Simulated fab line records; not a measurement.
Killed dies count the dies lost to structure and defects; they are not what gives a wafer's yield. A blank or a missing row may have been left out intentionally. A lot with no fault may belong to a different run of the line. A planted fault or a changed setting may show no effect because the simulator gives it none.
Code-filled problem report in 8D (eight disciplines) form    flow nand-harc    the parts of the form that need people (team, actions taken, sign-off) are left out

## 1. THE PROBLEM
NHARC_END_SORT_01, killed-at-periphery: mean 52.0 over 1 wafer from 1 lot; wafers with no fault: 3.1, standard deviation 2. That is +24 standard deviations from the usual mean.
The first sign was on wafer L298.3 at day 29 03:55, on prober-01. The record holds 9 wafers of 3 lots with a number at this step. Rule for "out" (also "out of limits"): further than 4 standard deviations from the usual mean. The other wafers with a number count as sound.

## 2. WHAT THIS IS AND IS NOT
question                     is                   is not
which readings at this step  killed-at-periphery  defect-limited-yield, killed-at-array, killed-at-other, killed-dies, killed-open, killed-short
which lots                   L298                 L301, L304
which wafers of those lots   L298.3               L298.1, L298.6
read on which gauges         prober-01            -
when                         from day 29 03:55    up to then (1 sound wafer); but 7 sound wafers of L298, L301, L304 came after

## 3. THE SUSPECTS, EACH WITH WHAT RULES IT OUT
Counting: if a tool at a process step up to the reading ran every lot that is out, it stays a suspect. Sound lots after the first of them don't rule it out here, since some wafers of a struck lot are sound.
- the gauge at NHARC_END_SORT_01: kept. All the wafers that are out were read on prober-01, and no step on other tools shows them out.
- rie-diel-11 at NHARC_P_M1_DESCUM_14 (chemistry O2, time 3 s): kept. It ran the lot that is out, L298 (day 11 04:59).
- rie-diel-11 at NHARC_P_M1_ETCH_15 (etches the open film in C4F8/Ar, target depth 182.5 nm, time 91.2 s): kept. It ran the lot that is out, L298 (day 11 05:09).
- pvd-sputter-01 at NHARC_P_M1_DEGAS_29 (time 60 s): kept. It ran the lot that is out, L298 (day 11 06:00).
- rtp-anneal-02 at NHARC_P_M1_ANNEAL_31 (time 90 s): kept. It ran the lot that is out, L298 (day 11 06:44).
- cmp-02 at NHARC_P_M1_CMP_23 (polishes, t overpolish 20 s, target thk 157.82 nm): kept. It ran the lot that is out, L298 (day 11 07:13).
- pecvd-02 at NHARC_P_M1_DEP_33 (deposits SiCN, target thk 30 nm): kept. It ran the lot that is out, L298 (day 11 07:50).
- rie-diel-05 at NHARC_P_M2_DESCUM_14 (chemistry O2, time 3 s): kept. It ran the lot that is out, L298 (day 11 12:46).
- Within rie-diel-11 at NHARC_P_M1_ETCH_15: the wafers that are out ran in chamber 0; their sound lot-mates ran in chambers 1, 2.
- Within cmp-02 at NHARC_P_M1_CMP_23, the wafers that are out were processed in chamber 0 and their sound lot-mates in chamber 1.
- Within pecvd-02 at NHARC_P_M1_DEP_33, the wafers that are out were processed in chamber 1 and their sound lot-mates in chamber 0.
Left after counting: rie-diel-11 at NHARC_P_M1_DESCUM_14, rie-diel-11 at NHARC_P_M1_ETCH_15, pvd-sputter-01 at NHARC_P_M1_DEGAS_29, rtp-anneal-02 at NHARC_P_M1_ANNEAL_31, cmp-02 at NHARC_P_M1_CMP_23, pecvd-02 at NHARC_P_M1_DEP_33, rie-diel-05 at NHARC_P_M2_DESCUM_14, prober-01 at NHARC_END_SORT_01.

## 4. THE CAUSE (what the simulator had put in)
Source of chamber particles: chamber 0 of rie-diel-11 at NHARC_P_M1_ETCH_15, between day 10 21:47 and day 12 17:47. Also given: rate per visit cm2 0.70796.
Counting left 8 suspects, and this tool is among them.

## 5. SEQUENCE OF EFFECTS, ordered by route
Rows list readings where the struck wafers' mean (over those with a number) sits beyond 3 standard deviations from the usual. Scope: only readings with a usual standard deviation given in the record; hours: median across lots of the time from each lot's start at the first step in this table that gives one to its start at this step; sigmas: change in usual standard deviations.
hours  step               reading              usual  on struck wafers  change  sigmas
0      NHARC_END_SORT_01  killed-at-periphery  3.1    52.0              +48.9   +24

## 6. HOW IT WOULD HAVE BEEN CAUGHT EARLIER
The first out-of-limits reading at a measuring or inspecting step in this record came at day 29 03:55, 438 hours after the fault's start at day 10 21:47.
Tool readings at NHARC_P_M1_ETCH_15 with a usual standard deviation given in the record: none out on any struck wafer, hence no alarm at a limit of 4 standard deviations on them.
By day 29 03:55 the whole set of lots that are out, 1 in number, had already begun NHARC_P_M1_ETCH_15 on rie-diel-11. A hold on the tool at that time would have spared none of them.
